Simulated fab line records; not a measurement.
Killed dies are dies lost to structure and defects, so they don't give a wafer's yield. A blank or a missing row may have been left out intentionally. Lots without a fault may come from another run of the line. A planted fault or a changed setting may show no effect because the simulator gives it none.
Struck lot and sound lot, side by side ; flow n5_finfet ; 15 steps out of a route of 1938
Sound: the wafers L203.1, L203.2, L203.6. Struck: wafer L210.5 (left out: L210.1, L210.6 of the same lot, which were not struck); the cause appears at the end.
At each step with rows: each side's tool, then ch and its chambers, then its first start. Under that, the readings that differ: sound wafers ; struck wafers ; difference of the means ; sigmas: that difference in standard deviations of wafers without a fault.
alike: readings whose means differ by less than 2 such deviations, and words and numbers that are the same on both sides. not compared: withheld readings, readings that some wafer has no value for, bounds like >300 that may hide the same value, and numbers for which the record gives no deviation and whose values overlap.
A row with sigmas, a row that says differs or no value, or rows on one side alone: a step with any of these is where the two part. Numbers that don't overlap but have no deviation are shown without sigmas and don't part them. Lack of a reading on every wafer of one side parts them only where that side has two or more wafers.

N5_BEOL_M11_STRIP_77: strips in N2/H2, time 10 s.
  sound on rie_diel-04 ch 0,1; struck on rie_diel-01 ch 1
  alike: drypump_motor_current_A, oes_product_au, rf_vpp_V, showerhead_plenum_p_Torr, throttle_valve_pct
  not compared: rf_hours_counter_h
N5_BEOL_M11_OCD_MEAS_38:
  struck on ocd-01, day 12 05:04; sound on ocd-02, day 10 00:07
reading;sound;struck;difference;sigmas
trench_depth_nm (nm);154 148 153;145;-7;-2
then, 4 steps without rows for these wafers: N5_BEOL_M11_HM_STRIP_39 (strips TiN in peroxide tin strip, target depth 25 nm, time 158 s); N5_BEOL_M11_SRD_40 (time 30 s); N5_BEOL_M11_PRECLEAN_42 (cleans in residue remover, time 60 s); N5_BEOL_M11_SRD_43 (time 30 s).
N5_BEOL_M11_CD_MEAS_35: the cd target is 70 nm.
  struck on cd_sem-02, day 12 05:14; sound on cd_sem-01, day 10 00:16
  alike: cd_nm
then, 1 step without rows for these wafers: N5_BEOL_M11_CURE_72 (cures SiCOH lowk, time 120 s).
N5_BEOL_M11_DEGAS_44: time 60 s.
  struck on pvd_sputter-03, day 12 05:47; sound on pvd_sputter-03, day 10 01:08
  alike: heater_power_w
N5_BEOL_M11_PRE_CLEAN_45: time 30 s.
  struck on pvd_sputter-03, day 12 05:49; sound on pvd_sputter-03, day 10 01:10
  alike: heater_power_w
N5_BEOL_M11_ALD_74: deposits TaN, target thk 2 nm, pulse time 2 s, purge time 3 s.
  sound on ald_metal-01 ch 1,3, day 10 01:14; struck on ald_metal-03 ch 2, day 12 05:53
reading;sound;struck;difference;sigmas
heater_power_outer_w (W);201 248 202;271;+54;+2
  alike: heater_power_w
N5_BEOL_M11_SURFACE_TREAT_76:
  struck on pvd_sputter-02, day 12 06:13; sound on pvd_sputter-02, day 10 01:35
  not compared: throttle_valve_pct
N5_BEOL_M11_CVD_75: deposits Co from CCTBA/H2, target thk 2 nm, time 138.9 s.
  sound on cvd_co-02 ch 0,1,2, day 10 01:38; struck on cvd_co-02 ch 2, day 12 06:16
reading;sound;struck;difference;sigmas
run_length_s (s);161.1 162.0 162.1;133.1;-28.6;-54
then, 1 step without rows for these wafers: N5_BEOL_M11_SPUTTER_48 (material Cu, target thk 12 nm, time 2 s).
N5_PASSIVATION_PROBE_49:
  struck on prober-01, day 13 18:00; sound on prober-02, day 12 00:28
  alike: defect_limited_yield, killed_at_M0_to_M3, killed_at_M4_up, killed_at_contacts, killed_at_front_end, killed_at_other, killed_dies, killed_on_rim, killed_open, killed_short, sort_bin_4_leakage, sort_bin_5_function, sort_bin_6_memory, sort_bin_8_speed, sort_n_pass, sort_yield_pct

## WHERE THEY PART
First at N5_BEOL_M11_OCD_MEAS_38; last, within this record, at N5_BEOL_M11_CVD_75. Later steps at which nothing parts them and some readings are alike: N5_PASSIVATION_PROBE_49.

WHY: what the simulator had put in
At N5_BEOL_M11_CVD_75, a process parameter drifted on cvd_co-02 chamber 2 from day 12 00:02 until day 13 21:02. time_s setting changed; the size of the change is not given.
